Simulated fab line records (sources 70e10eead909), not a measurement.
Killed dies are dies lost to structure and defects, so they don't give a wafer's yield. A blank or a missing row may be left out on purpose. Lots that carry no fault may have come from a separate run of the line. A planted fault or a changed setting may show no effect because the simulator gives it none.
2 desks, one fault	flow nand harc	each desk has only its own numbers; what lay behind them comes last

METROLOGY DESK
Lot by lot, what the gauges showed, no matter which tool ran the lot: averages of those sampled wafers that carry a number. Any lot whose mean is over 4 standard deviations away from the usual mean is out of limits and marked OUT; that distance is given in the brackets.
Columns: A = cd nm at NHARC_P_GATE_CD_MEAS_59, usual 721.0 nm
lot	first seen here	A
L123	day 5 06:34	724.2
L125	day 5 19:25	720.4
L126	day 6 06:19	723.1
L127	day 6 16:53	719.6
L128	day 6 22:34	723.7
L131	day 7 03:33	721.4
L130	day 7 04:03	722.9
L129	day 7 04:56	719.7
L133	day 7 22:46	719.9
L132	day 7 23:18	720.0
L138	day 9 06:05	721.5
L139	day 9 12:48	719.5
L140	day 9 13:23	719.5
L141	day 9 21:01	722.2
L144	day 10 17:25	717.0
This desk's finding: nothing out of limits on any of the 15 lots.

FOR THE TOOL OWNER'S DESK: litho track-02
The tool's own readings at NHARC_P_GATE_DEVELOP_90 (time 70 s): means of the sampled wafers that have a number, for each lot that ran on this tool. Any lot whose mean is over 4 standard deviations away from the usual mean is out of limits and marked OUT; that distance is given in the brackets.
Columns: A = chill plate temp C at NHARC_P_GATE_DEVELOP_90, usual 23.01 C; B = exhaust pa at NHARC_P_GATE_DEVELOP_90, usual 44.8 Pa
lot	first seen here	A	B
L125	day 5 21:00	22.89	44.9
L128	day 7 00:00	23.01	44.5
L138	day 9 07:00	23.07	45.4
This desk's finding: nothing out of limits on any of the 3 lots.

TAKEN TOGETHER
The metrology desk saw nothing out of limits.
The desk of the tool owner found nothing out of limits.

WHAT WAS PUT IN BY THE SIMULATOR
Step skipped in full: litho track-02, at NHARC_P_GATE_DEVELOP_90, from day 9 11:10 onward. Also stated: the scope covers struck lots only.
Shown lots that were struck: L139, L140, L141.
